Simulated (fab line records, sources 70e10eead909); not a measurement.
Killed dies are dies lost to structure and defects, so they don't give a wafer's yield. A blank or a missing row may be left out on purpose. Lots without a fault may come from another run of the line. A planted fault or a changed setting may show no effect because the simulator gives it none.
fab line records | flow nand_harc
record lots=24 wafers=72 last_day=24
route steps=1159 shown A_STAIRCASE@624 A_SGD_CUT@758
lots that met no fault: from a run of the same line without faults
start_h: hours from the record's first day to the start of the lot's first wafer shown | wait_h: hours since the lot's step before | " the same as in the row above | L1.1+2: a row that stands for several wafers | - no value, or no start given | * or withheld: withheld | < > ~ a bound
route shown NAME@n: a module of which the file shows steps, and the number in the route of the first | usual: mean/standard deviation of fault-free wafers | same: alike in all rows | chamber/n: place in a boat | sites: the reading at each site | _std_site: their standard deviation | _edge_site: outer sites' mean less inner sites' | radius_mm: how far each site lies from the wafer's centre | mask NAME#n: copy n | behind: the tool/chamber that last shaped the wafer | hold: why the lot was held/for how many hours/how that ended | device: the transistor (n, p or np) that didn't switch | end of line: the same wafers' tests at the end of the route | a step without rows: its recipe alone | killed: dies lost to structure and defects at the first sort, not the wafer's yield | map: a wafer's dies, x killed, . not, _ none there
set.NAME: the setting as run; set.NAME@STEP: as run at that earlier step | model.NAME: the simulator's own value behind a step, which no gauge read
steps of the route over a sample of lots; a table a step, a row a wafer
services: from which hour (start_h, from the record's first day; less than 0 if before it) a tool's chamber was out of use, for how many hours, and why
## steps
# step NHARC_A_STAIRCASE_ETCH_230
# recipe target_depth_a=1000 time_s=40.5 ion_energy_ev=400 c4f8_flow_sccm=20 o2_flow_sccm=10 ar_flow_sccm=withheld rf_w=600 bias_w=1000 chemistry=C4F8/O2
# usual oes_product_au=0.949/0.015 rf_vpp_V=896/6.7
# columns lot.wafer tool chamber start_h wait_h oes_product_au rf_hours_counter_h rf_vpp_V
L075.2 rie_diel-13 3 - - 0.935 54 888
L075.3 " 2 " " 0.932 51 888
L075.5 " 3 " " 0.936 - 888
L076.2 rie_diel-13 0 - - 0.957 55 901
L076.3 " 1 " " 0.959 49 897
L076.6 " 0 " " 0.958 - 901
L077.2 rie_diel-13 3 - - 0.967 56 888
L077.3 " 1 " " 0.940 50 897
L077.5 " 3 " " 0.967 - 887
L074.2 rie_diel-13 0 - - 0.947 56 902
L074.4 " 2 " " 0.939 53 889
L074.6 " 0 " " 0.947 - 901
L078.3 rie_diel-13 2 - - 0.931 55 888
L078.2 " 0 " " 0.927 57 899
L078.5 " 1 " " 0.930 - 897
L079.4 rie_diel-13 1 - - 0.933 53 898
L079.3 " 2 " " 0.937 57 887
L079.5 " 1 " " 0.931 - 898
L080.2 rie_diel-13 3 - - 0.979 61 887
L080.5 " 0 " " 0.952 - 900
L080.6 " 1 " " 0.945 - 898
L082.3 rie_diel-03 1 - - 0.947 25 900
L082.2 " 3 " " 0.948 23 904
L082.6 " 1 " " 0.955 - 900
L081.2 rie_diel-03 2 - - 0.939 24 900
L081.4 " 3 " " 0.937 23 905
L081.6 " 3 " " 0.927 - 905
L083.3 rie_diel-13 3 - - 0.983 5 906
L083.1 " 0 " " 0.973 4 900
L083.2 " 1 " " 0.963 5 899
L085.3 rie_diel-06 3 - - 0.935 17 890
L085.2 " 0 " " 0.937 24 889
L085.4 " 1 " " 0.958 22 893
L084.3 rie_diel-06 1 - - 0.955 24 892
L084.4 " 2 " " 0.964 23 905
L084.5 " 0 " " 0.935 - 889
L086.3 rie_diel-03 2 - - 0.975 36 900
L086.1 " 3 " " 0.966 35 905
L086.4 " 0 " " 0.951 37 893
L087.3 rie_diel-13 3 - - 0.914 11 905
L087.1 " 0 " " 0.935 10 899
L087.6 " 0 " " 0.933 - 900
L088.2 rie_diel-13 2 - - 0.950 9 886
L088.5 " 2 " " 0.952 - 886
L088.6 " 3 " " 0.972 - 905
L089.2 rie_diel-06 3 - - 0.948 32 889
L089.1 " 0 " " 0.938 36 891
L089.6 " 1 " " 0.964 - 892
L090.2 rie_diel-06 2 - - 0.941 34 906
L090.6 " 1 " " 0.955 - 892
L090.5 " 2 " " 0.938 - 906
L092.3 rie_diel-13 0 - - 0.938 21 900
L092.2 " 1 " " 0.955 20 898
L092.6 " 2 " " 0.952 - 888
L091.3 rie_diel-06 2 - - 0.946 40 905
L091.2 " 0 " " 0.936 42 890
L091.6 " 2 " " 0.942 - 904
L093.2 rie_diel-06 1 - - 0.955 42 892
L093.3 " 3 " " 0.935 41 887
L093.5 " 2 " " 0.940 - 905
L094.3 rie_diel-13 1 - - 0.954 22 897
L094.4 " 3 " " 0.932 25 905
L094.5 " 0 " " 0.935 - 900
L096.3 rie_diel-13 1 - - 0.946 28 897
L096.5 " 2 " " 0.960 - 888
L096.6 " 3 " " 0.961 - 904
L095.4 rie_diel-13 0 - - 0.940 31 901
L095.1 " 1 " " 0.956 31 896
L095.2 " 3 " " 0.950 32 906
L097.2 rie_diel-13 2 - - 0.975 30 887
L097.6 " 2 " " 0.970 - 886
L097.5 " 3 " " 0.969 - 905
# step NHARC_A_STAIRCASE_DESCUM_252
# recipe time_s=3 o2_flow_sccm=200 ar_flow_sccm=0 bias_power_w=0 chemistry=O2
# usual drypump_motor_current_A=5.5/0.4 oes_product_au=0.998/0.01 rf_vpp_V=57.9/0.85 showerhead_plenum_p_Torr=1.93/0.1 throttle_valve_pct=11.312/0.0091
# columns lot.wafer tool chamber start_h wait_h drypump_motor_current_A oes_product_au rf_hours_counter_h rf_vpp_V showerhead_plenum_p_Torr throttle_valve_pct
L075.2 rie_diel-03 3 260.76 - 5.5 0.988 12 57.8 2.07 11.319
L075.3 " 2 " " 4.7 0.988 15 57.4 1.99 11.305
L075.5 " 3 " " 5.5 0.983 - 58.4 2.07 11.316
L076.2 rie_diel-03 2 262.51 - 4.7 1.001 16 58.1 1.98 11.306
L076.3 " 3 " " 5.5 0.984 13 58.1 2.07 11.331
L076.6 " 0 " " 5.5 0.981 - 57.2 1.89 11.299
L077.2 rie_diel-03 3 265.01 - 5.5 0.990 14 59.9 2.07 11.315
L077.3 " 0 " " 5.5 0.998 15 57.8 1.89 11.306
L077.5 " 3 " " 5.5 1.002 - 57.6 2.07 11.310
L074.2 rie_diel-13 0 265.58 - 5.3 1.010 57 56.8 1.98 11.307
L074.4 " 2 " " 5.5 0.998 55 57.1 1.79 11.324
L074.6 " 0 " " 5.4 1.003 - 57.4 1.98 11.309
L078.3 rie_diel-13 2 271.28 - 5.5 1.009 58 57.6 1.78 11.302
L078.2 " 1 " " 5.4 1.001 54 57.5 1.94 11.321
L078.5 " 3 " " 5.8 1.017 - 58.4 1.77 11.307
L079.3 rie_diel-13 1 273.43 - 5.4 1.003 55 56.5 1.94 11.322
L079.4 " 3 " " 5.8 1.015 62 58.1 1.77 11.294
L079.5 " 1 " " 5.4 1.006 - 57.7 1.94 11.299
L080.2 rie_diel-06 2 273.75 - 5.6 1.007 11 59.3 2.07 11.309
L080.5 " 2 " " 5.6 1.004 - 57.6 2.07 11.315
L080.6 " 3 " " 6.1 0.993 - 58.6 1.81 11.303
L082.3 rie_diel-06 2 284.56 - 5.5 1.001 15 59.7 2.07 11.325
L082.2 " 1 " " 5.0 1.001 17 56.8 1.86 11.313
L082.6 " 2 " " 5.5 0.996 - 58.3 2.07 11.329
L081.2 rie_diel-06 2 285.41 - 5.6 1.008 16 56.6 2.07 11.309
L081.4 " 3 " " 6.1 1.002 12 58.3 1.81 11.304
L081.6 " 3 " " 6.1 1.000 - 58.1 1.81 11.324
L083.3 rie_diel-06 0 304.91 - 5.7 0.983 23 57.8 1.81 11.307
L083.1 " 1 " " 5.0 1.011 21 58.3 1.86 11.308
L083.2 " 3 " " 6.1 1.003 16 57.8 1.81 11.318
L085.4 rie_diel-13 3 311.78 - 5.8 1.007 8 57.1 2.07 11.314
L085.3 " 0 " " 5.3 1.007 7 56.8 1.98 11.320
L085.2 " 2 " " 5.5 1.003 5 57.9 1.78 11.323
L084.3 rie_diel-13 1 316.05 - 5.4 0.997 9 57.9 1.94 11.318
L084.4 " 3 " " 5.8 1.007 11 58.4 2.07 11.319
L084.5 " 0 " " 5.3 1.004 - 58.7 1.97 11.319
L086.1 rie_diel-03 2 321.38 - 4.7 0.990 36 58.9 1.98 11.316
L086.3 " 3 " " 5.5 0.976 35 59.3 2.06 11.329
L086.4 " 0 " " 5.5 0.975 37 57.5 1.88 11.312
L087.3 rie_diel-06 3 321.54 - 6.1 0.978 23 55.6 1.81 11.310
L087.1 " 1 " " 5.0 1.012 27 59.1 1.85 11.332
L087.6 " 3 " " 6.1 0.979 - 57.9 1.81 11.296
L088.2 rie_diel-06 3 326.21 - 6.1 0.975 25 57.1 1.81 11.296
L088.6 " 1 " " 5.0 1.013 - 57.7 1.85 11.311
L088.5 " 2 " " 5.6 0.997 - 59.4 2.07 11.302
L089.1 rie_diel-03 1 341.21 - 6.3 1.002 46 57.6 1.95 11.301
L089.2 " 2 " " 4.7 0.997 44 57.6 1.98 11.320
L089.6 " 1 " " 6.3 1.008 - 57.9 1.95 11.309
L090.2 rie_diel-03 3 342.12 - 5.5 0.982 42 57.9 2.06 11.308
L090.5 " 0 " " 5.5 0.989 - 57.1 1.88 11.318
L090.6 " 1 " " 6.3 1.006 - 57.2 1.95 11.314
L092.3 rie_diel-13 0 353.54 - 5.3 0.996 21 57.7 1.97 11.319
L092.2 " 3 " " 5.8 1.006 23 59.0 2.07 11.304
L092.6 " 0 " " 5.3 0.995 - 57.3 1.97 11.308
L091.3 rie_diel-13 3 353.65 - 5.8 0.995 23 58.6 2.07 11.308
L091.2 " 2 " " 5.5 0.998 19 56.1 1.78 11.312
L091.6 " 3 " " 5.8 1.006 - 58.0 2.07 11.323
L093.3 rie_diel-03 1 360.69 - 6.3 1.002 53 59.9 1.95 11.325
L093.2 " 2 " " 4.7 0.996 52 57.4 1.97 11.302
L093.5 " 0 " " 5.5 0.985 - 56.7 1.88 11.314
L094.4 rie_diel-13 0 361.71 - 5.3 0.993 24 58.7 1.97 11.322
L094.3 " 1 " " 5.4 1.001 23 58.0 1.93 11.316
L094.5 " 2 " " 5.5 0.990 - 57.4 1.78 11.298
L096.3 rie_diel-13 1 376.23 - 5.4 1.006 30 58.8 1.93 11.321
L096.6 " 0 " " 5.3 0.990 - 58.4 1.97 11.308
L096.5 " 1 " " 5.4 1.002 - 58.7 1.93 11.313
L095.4 rie_diel-06 3 380.26 - 6.1 0.997 49 56.9 1.80 11.316
L095.2 " 0 " " 5.7 0.998 52 57.7 1.80 11.315
L095.1 " 2 " " 5.6 1.003 52 58.3 2.06 11.313
L097.2 rie_diel-03 2 390.06 - 4.7 0.994 58 57.5 1.97 11.321
L097.6 " 2 " " 4.7 0.991 - 60.2 1.97 11.304
L097.5 " 3 " " 5.5 0.991 - 57.2 2.06 11.320
# step NHARC_A_STAIRCASE_DEP_259
# recipe target_thk_a=300 target_thk_nm=30 temp_c=400 pressure_torr=3.5 flow_sccm=200 rf_w=350 material=SiON
# usual heater_power_w=784/130
# columns lot.wafer tool chamber start_h wait_h heater_power_w
L075.2 pecvd-04 0 263.70 1.3 751
L075.3 " 0 " " 747
L075.5 " 0 " " 731
L076.2 pecvd-04 1 265.40 1.3 814
L076.3 " 0 " " 864
L076.6 " 0 " " 882
L077.2 pecvd-04 0 267.90 1.3 855
L077.3 " 1 " " 817
L077.5 " 0 " " 708
L074.2 pecvd-04 0 269.90 1.3 754
L074.6 " 2 " " 747
L074.4 " 0 " " 769
L078.3 pecvd-03 2 276.02 0.9 1053
L078.2 " 0 " " 671
L078.5 " 0 " " 692
L079.3 pecvd-03 1 277.90 1.0 720
L079.4 " 0 " " 753
L079.5 " 1 " " 691
L080.2 pecvd-04 2 280.96 1.3 786
L080.5 " 2 " " 780
L080.6 " 0 " " 825
L082.3 pecvd-03 1 290.63 0.9 723
L082.2 " 2 " " 1084
L082.6 " 2 " " 1074
L081.2 pecvd-03 2 291.54 1.3 1041
L081.4 " 2 " " 1013
L081.6 " 1 " " 666
L083.1 pecvd-04 1 307.77 1.6 870
L083.2 " 2 " " 781
L083.3 " 0 " " 864
L085.3 pecvd-03 0 314.64 1.0 717
L085.2 " 1 " " 690
L085.4 " 1 " " 676
L084.3 pecvd-04 0 318.90 0.9 846
L084.5 " 0 " " 857
L084.4 " 1 " " 855
L086.3 pecvd-02 0 325.67 1.2 768
L086.1 " 1 " " 774
L086.4 " 2 " " 476
L087.3 pecvd-04 0 326.05 1.0 833
L087.1 " 1 " " 766
L087.6 " 0 " " 815
L088.2 pecvd-02 0 329.10 1.3 822
L088.5 " 2 " " 560
L088.6 " 0 " " 789
L089.1 pecvd-03 2 344.97 1.5 1091
L089.2 " 0 " " 656
L089.6 " 0 " " 643
L090.2 pecvd-04 0 345.56 1.3 793
L090.5 " 2 " " 762
L090.6 " 0 " " 831
L092.2 pecvd-04 2 358.35 1.3 833
L092.3 " 0 " " 842
L092.6 " 0 " " 835
L091.3 pecvd-03 0 359.46 0.9 661
L091.2 " 1 " " 735
L091.6 " 0 " " 666
L093.2 pecvd-02 1 364.53 1.3 724
L093.3 " 0 " " 794
L093.5 " 2 " " 588
L094.3 pecvd-03 2 366.40 1.0 1065
L094.4 " 1 " " 728
L094.5 " 2 " " 1071
L096.3 pecvd-02 1 382.53 1.3 646
L096.5 " 2 " " 550
L096.6 " 0 " " 834
L095.1 pecvd-02 0 384.24 1.8 871
L095.2 " 2 " " 519
L095.4 " 0 " " 866
L097.2 pecvd-02 1 395.64 1.2 747
L097.6 " 1 " " 733
L097.5 " 2 " " 531
# step NHARC_A_STAIRCASE_ETCH_453
# recipe target_depth_a=300 overetch_a=30 time_s=16.5 ion_energy_ev=100 cf4_flow_sccm=80 o2_flow_sccm=20 ar_flow_sccm=0 rf_w=300 bias_w=100 chemistry=CF4/O2
# usual drypump_motor_current_A=5.5/0.44 oes_product_au=1.000/0.01 rf_vpp_V=198.3/1.6 showerhead_plenum_p_Torr=1.35/0.065 throttle_valve_pct=13.397/0.009
# columns lot.wafer tool chamber start_h wait_h drypump_motor_current_A oes_product_au rf_hours_counter_h rf_vpp_V showerhead_plenum_p_Torr throttle_valve_pct
L075.3 rie_diel-06 0 - - 5.7 0.995 12 196.4 1.27 13.403
L075.2 " 2 " " 5.6 1.001 10 201.6 1.44 13.392
L075.5 " 3 " " 6.1 1.002 - 196.6 1.27 13.400
L076.3 rie_diel-13 2 - - 5.5 1.009 59 195.0 1.25 13.402
L076.2 " 3 " " 5.8 1.012 63 196.8 1.24 13.403
L076.6 " 2 " " 5.5 1.002 - 195.2 1.25 13.405
L077.3 rie_diel-03 0 - - 5.5 0.994 21 198.6 1.32 13.421
L077.2 " 2 " " 4.7 0.982 21 198.7 1.38 13.399
L077.5 " 3 " " 5.5 0.993 - 199.4 1.44 13.395
L074.2 rie_diel-03 2 - - 4.7 0.988 22 199.3 1.38 13.407
L074.4 " 3 " " 5.5 0.982 20 199.5 1.44 13.388
L074.6 " 0 " " 5.5 0.987 - 197.2 1.32 13.406
L078.3 rie_diel-06 3 - - 6.1 0.991 11 197.3 1.26 13.379
L078.2 " 1 " " 5.0 1.010 16 197.2 1.30 13.382
L078.5 " 3 " " 6.1 0.989 - 197.0 1.26 13.404
L079.4 rie_diel-03 3 - - 5.5 1.001 26 199.6 1.44 13.389
L079.3 " 0 " " 5.5 0.992 26 196.9 1.31 13.407
L079.5 " 2 " " 4.7 0.990 - 198.1 1.38 13.401
L080.2 rie_diel-13 1 - - 5.4 1.007 1 199.6 1.35 13.402
L080.6 " 3 " " 5.8 1.003 - 198.1 1.45 13.383
L080.5 " 0 " " 5.4 1.000 - 198.6 1.38 13.408
L082.3 rie_diel-06 1 - - 5.0 1.009 20 196.8 1.30 13.399
L082.2 " 2 " " 5.6 1.003 18 201.2 1.44 13.407
L082.6 " 1 " " 5.0 1.005 - 197.2 1.30 13.389
L081.4 rie_diel-13 0 - - 5.3 1.006 3 198.4 1.38 13.389
L081.2 " 1 " " 5.4 0.998 3 197.9 1.35 13.395
L081.6 " 3 " " 5.8 1.001 - 199.4 1.45 13.386
L083.1 rie_diel-03 3 - - 5.5 0.986 34 199.4 1.44 13.392
L083.3 " 0 " " 5.5 0.980 35 197.9 1.31 13.397
L083.2 " 1 " " 6.3 1.003 36 200.5 1.36 13.393
L085.2 rie_diel-03 1 - - 6.3 1.022 38 198.3 1.36 13.381
L085.4 " 3 " " 5.5 1.001 35 200.6 1.44 13.376
L085.3 " 0 " " 5.5 0.989 38 198.0 1.31 13.387
L084.3 rie_diel-13 3 - - 5.8 1.003 13 200.4 1.44 13.402
L084.4 " 1 " " 5.3 0.996 12 197.0 1.35 13.399
L084.5 " 0 " " 5.3 1.003 - 199.7 1.38 13.399
L086.1 rie_diel-03 2 - - 4.7 0.997 41 198.5 1.38 13.401
L086.4 " 3 " " 5.5 0.993 39 199.5 1.44 13.396
L086.3 " 0 " " 5.5 0.992 41 197.9 1.31 13.406
L087.3 rie_diel-13 3 - - 5.8 1.011 18 200.7 1.44 13.379
L087.1 " 2 " " 5.5 0.995 13 194.4 1.25 13.391
L087.6 " 3 " " 5.8 0.998 - 201.2 1.44 13.384
L088.2 rie_diel-03 3 - - 5.5 0.988 40 201.2 1.44 13.403
L088.6 " 3 " " 5.5 0.997 - 199.1 1.44 13.427
L088.5 " 0 " " 5.5 1.002 - 198.0 1.31 13.407
L089.2 rie_diel-06 0 - - 5.7 1.004 43 196.0 1.26 13.409
L089.1 " 3 " " 6.0 1.009 39 196.3 1.26 13.399
L089.6 " 0 " " 5.7 0.998 - 195.8 1.26 13.402
L090.2 rie_diel-03 0 - - 5.5 0.991 48 196.8 1.31 13.391
L090.6 " 0 " " 5.5 0.992 - 197.3 1.31 13.395
L090.5 " 1 " " 6.3 1.006 - 200.2 1.36 13.396
L092.2 rie_diel-03 3 - - 5.5 0.992 50 200.5 1.43 13.400
L092.3 " 1 " " 6.3 1.021 54 197.9 1.36 13.393
L092.6 " 2 " " 4.7 0.994 - 200.9 1.38 13.406
L091.3 rie_diel-06 1 - - 5.0 1.006 46 196.6 1.29 13.397
L091.2 " 0 " " 5.7 0.991 48 196.1 1.26 13.406
L091.6 " 1 " " 5.0 1.009 - 196.6 1.29 13.393
L093.3 rie_diel-13 3 - - 5.8 1.007 28 201.2 1.44 13.391
L093.2 " 0 " " 5.3 0.999 27 197.2 1.37 13.417
L093.5 " 1 " " 5.4 1.012 - 195.9 1.35 13.387
L094.3 rie_diel-03 0 - - 5.5 0.995 53 198.3 1.31 13.381
L094.4 " 3 " " 5.5 0.995 - 200.5 1.43 13.398
L094.5 " 2 " " 4.7 1.005 - 199.9 1.37 13.391
L096.3 rie_diel-13 1 - - 5.4 1.003 33 199.2 1.34 13.393
L096.5 " 2 " " 5.5 1.004 - 195.6 1.24 13.394
L096.6 " 3 " " 5.8 1.009 - 199.1 1.44 13.393
L095.1 rie_diel-03 3 - - 5.5 0.983 58 200.5 1.43 13.394
L095.2 " 0 " " 5.5 0.990 59 199.2 1.31 13.383
L095.4 " 1 " " 6.3 1.020 61 197.1 1.36 13.389
L097.2 rie_diel-03 3 - - 5.5 1.012 1 200.7 1.43 13.392
L097.6 " 3 " " 5.5 1.006 - 198.6 1.43 13.404
L097.5 " 0 " " 5.5 1.010 - 198.5 1.31 13.401
# step NHARC_A_STAIRCASE_ETCH_315
# recipe target_depth_a=25000 time_s=607.1 ion_energy_ev=800 c4f8_flow_sccm=80 o2_flow_sccm=60 ar_flow_sccm=withheld rf_w=600 bias_w=3000 chemistry=C4F8/O2/Ar
# usual oes_product_au=0.931/0.012 rf_vpp_V=1831/12
# columns lot.wafer tool chamber start_h wait_h oes_product_au rf_hours_counter_h rf_vpp_V
L075.2 rie_diel-06 2 - - 0.924 10 1847
L075.3 " 0 " " 0.909 12 1814
L075.5 " 3 " " 0.926 - 1812
L076.3 rie_diel-13 3 - - 0.942 63 1807
L076.2 " 1 " " 0.932 55 1830
L076.6 " 3 " " 0.947 - 1808
L077.2 rie_diel-03 1 - - 0.941 23 1831
L077.3 " 2 " " 0.919 21 1835
L077.5 " 2 " " 0.924 - 1836
L074.2 rie_diel-03 3 - - 0.916 21 1847
L074.4 " 0 " " 0.914 22 1823
L074.6 " 2 " " 0.921 - 1835
L078.3 rie_diel-06 0 - - 0.929 18 1815
L078.2 " 1 " " 0.930 17 1819
L078.5 " 3 " " 0.926 - 1815
L079.3 rie_diel-03 0 - - 0.910 26 1823
L079.4 " 2 " " 0.912 27 1836
L079.5 " 3 " " 0.927 - 1845
L080.2 rie_diel-13 1 - - 0.947 1 1831
L080.5 " 1 " " 0.946 - 1830
L080.6 " 0 " " 0.936 - 1836
L082.2 rie_diel-06 3 - - 0.936 15 1813
L082.3 " 1 " " 0.938 20 1820
L082.6 " 3 " " 0.930 - 1813
L081.2 rie_diel-13 1 - - 0.932 3 1829
L081.4 " 2 " " 0.950 2 1810
L081.6 " 2 " " 0.945 - 1810
L083.3 rie_diel-03 1 - - 0.943 36 1833
L083.1 " 2 " " 0.928 34 1836
L083.2 " 3 " " 0.922 34 1846
L085.4 rie_diel-03 2 - - 0.934 36 1836
L085.2 " 0 " " 0.925 38 1822
L085.3 " 1 " " 0.937 38 1832
L084.4 rie_diel-13 1 - - 0.941 12 1829
L084.3 " 2 " " 0.931 9 1809
L084.5 " 0 " " 0.938 - 1834
L086.4 rie_diel-03 2 - - 0.921 41 1836
L086.3 " 3 " " 0.923 39 1846
L086.1 " 0 " " 0.918 41 1822
L087.3 rie_diel-13 0 - - 0.931 16 1834
L087.1 " 1 " " 0.929 16 1830
L087.6 " 3 " " 0.913 - 1845
L088.2 rie_diel-03 0 - - 0.915 42 1823
L088.5 " 2 " " 0.922 - 1835
L088.6 " 3 " " 0.919 - 1846
L089.2 rie_diel-06 1 - - 0.949 40 1817
L089.1 " 2 " " 0.927 41 1846
L089.6 " 3 " " 0.931 - 1813
L090.2 rie_diel-03 1 - - 0.940 51 1833
L090.5 " 2 " " 0.929 - 1834
L090.6 " 3 " " 0.910 - 1847
L092.3 rie_diel-03 2 - - 0.941 53 1833
L092.2 " 0 " " 0.935 51 1823
L092.6 " 3 " " 0.931 - 1844
L091.2 rie_diel-06 2 - - 0.949 47 1845
L091.3 " 3 " " 0.938 44 1812
L091.6 " 3 " " 0.951 - 1812
L093.3 rie_diel-13 0 - - 0.931 27 1833
L093.2 " 1 " " 0.937 28 1829
L093.5 " 3 " " 0.944 - 1845
L094.3 rie_diel-03 2 - - 0.927 55 1835
L094.4 " 3 " " 0.918 - 1846
L094.5 " 0 " " 0.929 - 1823
L096.3 rie_diel-13 2 - - 0.939 30 1808
L096.6 " 3 " " 0.942 - 1845
L096.5 " 0 " " 0.932 - 1834
L095.1 rie_diel-03 3 - - 0.922 58 1844
L095.2 " 0 " " 0.907 59 1823
L095.4 " 1 " " 0.934 61 1832
L097.2 rie_diel-03 3 - - 0.944 1 1844
L097.6 " 3 " " 0.947 - 1845
L097.5 " 0 " " 0.934 - 1822
# step NHARC_A_SGD_CUT_CD_MEAS_09
# recipe target_cd_nm=100 landing_energy_ev=500
# usual cd_nm=100.0/0.47
# columns lot.wafer tool chamber start_h wait_h cd_nm
L075.2 cd_sem-01 0 317.64 - 100.2
L075.3 " 0 " " 100.0
L075.5 " 0 " " 99.7
L077.2 cd_sem-02 0 317.80 - 100.3
L077.3 " 0 " " 100.2
L077.5 " 0 " " 99.0
L076.2 cd_sem-01 0 318.02 - 99.5
L076.3 " 0 " " 100.0
L076.6 " 0 " " 100.3
L078.2 cd_sem-02 0 330.36 - 100.4
L078.3 " 0 " " 99.8
L078.5 " 0 " " 100.9
L074.2 cd_sem-01 0 331.11 - 99.9
L074.4 " 0 " " 100.5
L074.6 " 0 " " 100.1
L080.2 cd_sem-03 0 337.44 - 99.7
L080.5 " 0 " " 98.8
L080.6 " 0 " " 100.4
L079.3 cd_sem-02 0 337.60 - 100.1
L079.4 " 0 " " 100.5
L079.5 " 0 " " 100.4
L081.2 cd_sem-03 0 348.14 - 100.4
L081.4 " 0 " " 100.3
L081.6 " 0 " " 100.0
L082.2 cd_sem-03 0 348.29 - 100.0
L082.3 " 0 " " 99.9
L082.6 " 0 " " 100.2
L083.1 cd_sem-02 0 363.59 - 100.7
L083.2 " 0 " " 100.3
L083.3 " 0 " " 100.2
L084.3 cd_sem-03 0 368.89 - 100.2
L084.4 " 0 " " 100.7
L084.5 " 0 " " 100.4
L085.2 cd_sem-01 0 369.04 - 100.4
L085.3 " 0 " " 100.7
L085.4 " 0 " " 100.3
L088.2 cd_sem-02 0 380.52 - 98.9
L088.5 " 0 " " 99.6
L088.6 " 0 " " 99.6
L087.1 cd_sem-02 0 380.81 - 99.7
L087.3 " 0 " " 99.0
L087.6 " 0 " " 99.7
L086.1 cd_sem-03 0 380.85 - 100.4
L086.3 " 0 " " 100.0
L086.4 " 0 " " 100.8
L090.2 cd_sem-03 0 403.40 - 100.2
L090.5 " 0 " " 99.5
L090.6 " 0 " " 100.4
L089.1 cd_sem-02 0 404.09 - 99.6
L089.2 " 0 " " 100.1
L089.6 " 0 " " 98.5
L091.2 cd_sem-03 0 415.22 - 100.8
L091.3 " 0 " " 101.0
L091.6 " 0 " " 100.3
L094.3 cd_sem-02 0 415.49 - 99.6
L094.4 " 0 " " 99.7
L094.5 " 0 " " 99.4
L092.2 cd_sem-02 0 415.85 - 99.6
L092.3 " 0 " " 99.6
L092.6 " 0 " " 100.0
L093.2 cd_sem-01 0 416.80 - 100.1
L093.3 " 0 " " 99.4
L093.5 " 0 " " 99.7
L096.3 cd_sem-01 0 436.08 - 99.8
L096.5 " 0 " " 100.0
L096.6 " 0 " " 100.2
L095.1 cd_sem-02 0 436.40 - 100.1
L095.2 " 0 " " 100.3
L095.4 " 0 " " 99.1
L097.2 cd_sem-02 0 451.41 - 99.9
L097.5 " 0 " " 100.3
L097.6 " 0 " " 99.4
## services
# columns tool chamber start_h hours kind
rie_diel-06 - 241.51 9.0 pm
rie_diel-13 0 255.39 - clean
rie_diel-13 1 255.39 - clean
rie_diel-13 2 255.39 - clean
rie_diel-13 3 255.39 - clean
pecvd-03 0 259.99 4.8 repair
pecvd-04 2 261.64 7.5 repair
rie_diel-06 3 263.77 7.5 repair
rie_diel-13 - 270.66 0.1 repair
rie_diel-13 0 276.05 9.0 vent_cycle
rie_diel-13 1 276.05 9.0 vent_cycle
rie_diel-13 3 276.05 9.0 vent_cycle
rie_diel-06 2 288.44 2.8 repair
rie_diel-13 2 288.70 9.7 repair
pecvd-03 - 292.19 13.0 pm
rie_diel-13 2 316.71 5.8 repair
pecvd-04 - 329.46 3.8 repair
pecvd-02 - 334.00 13.0 pm
pecvd-03 0 334.99 6.3 repair
rie_diel-13 - 339.31 0.8 repair
rie_diel-03 1 370.70 3.7 repair
rie_diel-03 2 373.90 5.3 repair
pecvd-04 - 377.73 13.0 pm
rie_diel-03 - 392.98 9.0 pm
## key
fault none
